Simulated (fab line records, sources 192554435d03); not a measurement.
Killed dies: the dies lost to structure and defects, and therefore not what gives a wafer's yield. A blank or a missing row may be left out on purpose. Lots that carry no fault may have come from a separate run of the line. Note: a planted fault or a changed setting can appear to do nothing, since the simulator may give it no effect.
Problem report in the 8D (eight disciplines) form, filled by code + flow n5_finfet + the parts of the form that need people (team, actions taken, sign-off) are left out
Where a reading is given only as a bound, like >300, the bound stands for it, and a mean or a difference that rests on one is marked > or <: the true number lies beyond.

1. THE PROBLEM
At N5_SD_EPI_N_INSPECT_26, raw_defect_count averages 1309 over 9 wafers from 3 lots, while fault-free wafers read 185, standard deviation 35. Relative to the usual mean, that is a shift of +32 standard deviations.
The step: inspects for defects (darkfield).
The first sign was on wafer L279.2 at day 5 17:54, on defect_inspect-01. At this step, 27 wafers from 9 lots have a number in the record. The rule behind "out" and "out of limits": a value lying over 4 standard deviations away from the usual mean. The rest of the wafers with a number are treated as sound.

2. WHAT IT IS AND WHAT IT IS NOT
| question                    | is                                   | is not                                                                         |
|-----------------------------|--------------------------------------|--------------------------------------------------------------------------------|
| which readings at this step | raw_defect_count                     | -                                                                              |
| which lots                  | L279, L280, L285                     | L269, L272, L278, L281, L289, L292                                             |
| which wafers of those lots  | all that have a number               | -                                                                              |
| read on which gauges        | defect_inspect-01, defect_inspect-02 | -                                                                              |
| when                        | from day 5 17:54                     | up to then (9 sound wafers); but 9 sound wafers of L281, L289, L292 came after |

3. SUSPECTS, AND WHAT RULES EACH OUT
Counting: any tool at a process step up to the reading is kept as a suspect provided that every lot that is out went through it and no sound lot did after the first of them.
- the gauge at N5_SD_EPI_N_INSPECT_26 is ruled out. Those wafers that are out were read across 2 gauges (defect_inspect-01, defect_inspect-02).
- epi_rpcvd-01 at N5_SD_EPI_N_EPI_21 (deposits Si:P, time 690 s): kept. All lots that are out passed through it, beginning with L279 at day 5 14:43, and no sound lot followed; its final sound lot before that point was L278 at day 5 09:17.
The count leaves epi_rpcvd-01 at N5_SD_EPI_N_EPI_21.

4. THE CAUSE (what the simulator had put in)
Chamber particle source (epi_rpcvd-01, N5_SD_EPI_N_EPI_21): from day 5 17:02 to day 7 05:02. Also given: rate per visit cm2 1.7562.
Only this tool survived the counting.

5. THE EFFECT CHAIN, in route order
Each row: a reading whose mean over the struck wafers that have a number lies more than 3 standard deviations from the usual. Only readings whose record carries a usual standard deviation are examined. hours: median over the lots of the time between each lot's start at the first step of this table that gives one and its start at this step. sigmas: the change, counted in usual standard deviations.
| hours | step                    | reading              | usual  | on struck wafers | change | sigmas      |
|-------|-------------------------|----------------------|--------|------------------|--------|-------------|
| 0     | N5_SD_EPI_N_INSPECT_26  | raw_defect_count     | 185    | 1309             | +1124  | +32         |
| 0     | N5_SD_EPI_P_INSPECT_11  | raw_defect_count     | 1.9    | >300             | >+298  | +99 or more |
| 270   | N5_PASSIVATION_PROBE_49 | defect_limited_yield | 91.6 % | 82.9             | -8.7   | -5.5        |
| 270   | N5_PASSIVATION_PROBE_49 | killed_at_front_end  | 38     | 151              | +113   | +9.4        |
| 270   | N5_PASSIVATION_PROBE_49 | killed_dies          | 99     | 202              | +103   | +5.7        |
| 270   | N5_PASSIVATION_PROBE_49 | killed_on_rim        | 13     | 26               | +13    | +3.3        |
| 270   | N5_PASSIVATION_PROBE_49 | sort_bin_5_function  | 4.9 %  | 9.6              | +4.7   | +4.7        |
| 270   | N5_PASSIVATION_PROBE_49 | sort_n_pass          | 1081   | 978              | -103   | -5.7        |
| 270   | N5_PASSIVATION_PROBE_49 | sort_yield_pct       | 91.6 % | 82.9             | -8.7   | -5.5        |
The process steps in it:
- N5_PASSIVATION_PROBE_49
Later measuring or inspecting steps at which every struck wafer that the step has a row for has a number for every such reading, and none has moved that far: N5_BEOL_M4_RC_MEAS_101.

6. HOW IT WOULD HAVE BEEN CAUGHT EARLIER
In this record the first reading out of limits at a measuring or inspecting step was taken at day 5 17:54, 1 hour after the fault began at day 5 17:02.
Among the 3 lots that are out, L280, L285 began N5_SD_EPI_N_EPI_21 on epi_rpcvd-01 after day 5 17:54. A hold on the tool at that time would have spared those 2.
